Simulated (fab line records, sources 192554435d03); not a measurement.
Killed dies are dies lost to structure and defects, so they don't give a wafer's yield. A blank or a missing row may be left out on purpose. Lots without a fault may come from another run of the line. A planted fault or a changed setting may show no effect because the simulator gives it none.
One fault seen from 3 desks | flow n5_finfet | each desk has only its own numbers; what lay behind them comes last

THE METROLOGY DESK
What the gauges read, lot by lot, whatever tool the lot ran on: means of the sampled wafers that have a number. A lot is out of limits, marked OUT, if its mean lies more than 4 standard deviations from the usual mean; the brackets give that distance. Of its 12 readings 7 are shown: the one that was out of limits first, and those that lie furthest out on some lot.
Columns: A = DIBL_N at N5_BEOL_M4_RC_MEAS_101, usual 36.5 mV/V; B = DIBL_P at N5_BEOL_M4_RC_MEAS_101, usual 36.6 mV/V; C = IOFF_P at N5_BEOL_M4_RC_MEAS_101, usual 0.21 nA/um; D = SS_P at N5_BEOL_M4_RC_MEAS_101, usual 73.4 mV/dec; E = VT_P at N5_BEOL_M4_RC_MEAS_101, usual -250 mV; F = trench_depth_nm at N5_BEOL_M11_OCD_MEAS_38, usual 149 nm; G = M11_THK at N5_BEOL_M11_THK_MEAS_53, usual 138 nm
lot  | first seen here | A    | B    | C    | D    | E    | F   | G
L805 | day 8 10:22     | 36.3 | 36.4 | 0.21 | 74.1 | -252 | 147 | 134
L807 | day 9 03:16     | 36.3 | 35.2 | 0.23 | 73.3 | -247 | 150 | 141
L808 | day 9 04:07     | 36.1 | 35.4 | 0.21 | 73.5 | -249 | 148 | 171 (+10) OUT
L812 | day 9 22:53     | 36.3 | 35.9 | 0.19 | 72.9 | -253 | 146 | 208 (+21) OUT
L820 | day 12 05:22    | 36.4 | 36.4 | 0.18 | 72.8 | -255 | 151 | 140
L823 | day 13 01:34    | 35.8 | 35.9 | 0.20 | 74.0 | -254 | 151 | 139
L821 | day 13 01:41    | 38.6 | 39.3 | 0.25 | 74.0 | -250 | 150 | 139
L824 | day 13 07:11    | 35.5 | 36.3 | 0.23 | 73.1 | -246 | 148 | 136
L826 | day 13 20:43    | 35.7 | 35.4 | 0.20 | 72.3 | -251 | 153 | 141
This desk's finding: out of limits on L808, L812; first on L808, day 11 10:55 (M11_THK at N5_BEOL_M11_THK_MEAS_53). In limits: L805, L807, L820, L823, L821, L824, L826.

THE DEFECT DESK
What the inspections along the route counted, lot by lot: means of the sampled wafers that have a number. A lot is out of limits, marked OUT, if its mean lies more than 4 standard deviations from the usual mean; the brackets give that distance.
Columns: A = raw_defect_count at N5_BEOL_M11_INSPECT_58, usual 71
lot  | first seen here | A
L805 | day 11 01:40    | 82
L808 | day 11 11:06    | 418 (+15) OUT
L807 | day 11 11:55    | 66
L812 | day 12 11:41    | 715 (+28) OUT
L820 | day 14 22:22    | 87
L823 | day 15 14:23    | 63
L821 | day 15 16:06    | 59
L824 | day 15 18:18    | 66
L826 | day 16 23:05    | 86
This desk's finding: out of limits on L808, L812; first on L808, day 11 11:06 (raw_defect_count at N5_BEOL_M11_INSPECT_58). In limits: L805, L807, L820, L823, L821, L824, L826.

THE TOOL OWNER'S DESK: cmp-03
The tool's own readings at N5_BEOL_M11_CMP_52 (polishes, stops on SiCOH lowk, t overpolish 7 s, target thk 140 nm): means of the sampled wafers that have a number, for each lot that ran on this tool. A lot is out of limits, marked OUT, if its mean lies more than 4 standard deviations from the usual mean; the brackets give that distance.
Columns: A = barrier_field_endpoint_s at N5_BEOL_M11_CMP_52, usual 28.4 s; B = motor_current_A at N5_BEOL_M11_CMP_52, usual 6.0 A; C = overpolish_run_s at N5_BEOL_M11_CMP_52, usual 7.002 s; D = time_to_endpoint_s at N5_BEOL_M11_CMP_52, usual 66 s
lot  | first seen here | A               | B   | C                       | D
L805 | day 11 01:13    | 27.5            | 6.3 | 6.998                   | 64
L808 | day 11 10:44    | 34.2 (+7.4) OUT | 6.3 | 4.677 (-99 or more) OUT | 71
L812 | day 12 11:14    | 40.9 (+16) OUT  | 5.9 | 2.363 (-99 or more) OUT | 81
L823 | day 15 13:59    | 28.3            | 6.0 | 7.004                   | 64
This desk's finding: out of limits on L808, L812; first on L808, day 11 10:44 (barrier_field_endpoint_s at N5_BEOL_M11_CMP_52). In limits: L805, L823.

PUT TOGETHER
The tool owner's desk could have raised an alarm at day 11 10:44, on L808, L812.
The metrology desk could have raised an alarm at day 11 10:55, on L808, L812.
The defect desk could have raised an alarm at day 11 11:06, on L808, L812.
Of the lots named, all ran N5_BEOL_M11_CMP_52 on cmp-03.

WHAT THE SIMULATOR HAD PUT IN
Process parameter drift: cmp-03, from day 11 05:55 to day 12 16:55, at N5_BEOL_M11_CMP_52. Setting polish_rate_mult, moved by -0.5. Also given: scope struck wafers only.
Lots struck among those shown: L808, L812.
Hours from the fault's start to each desk's first reading out of limits: the tool owner's desk, 5; the metrology desk, 5; the defect desk, 5.
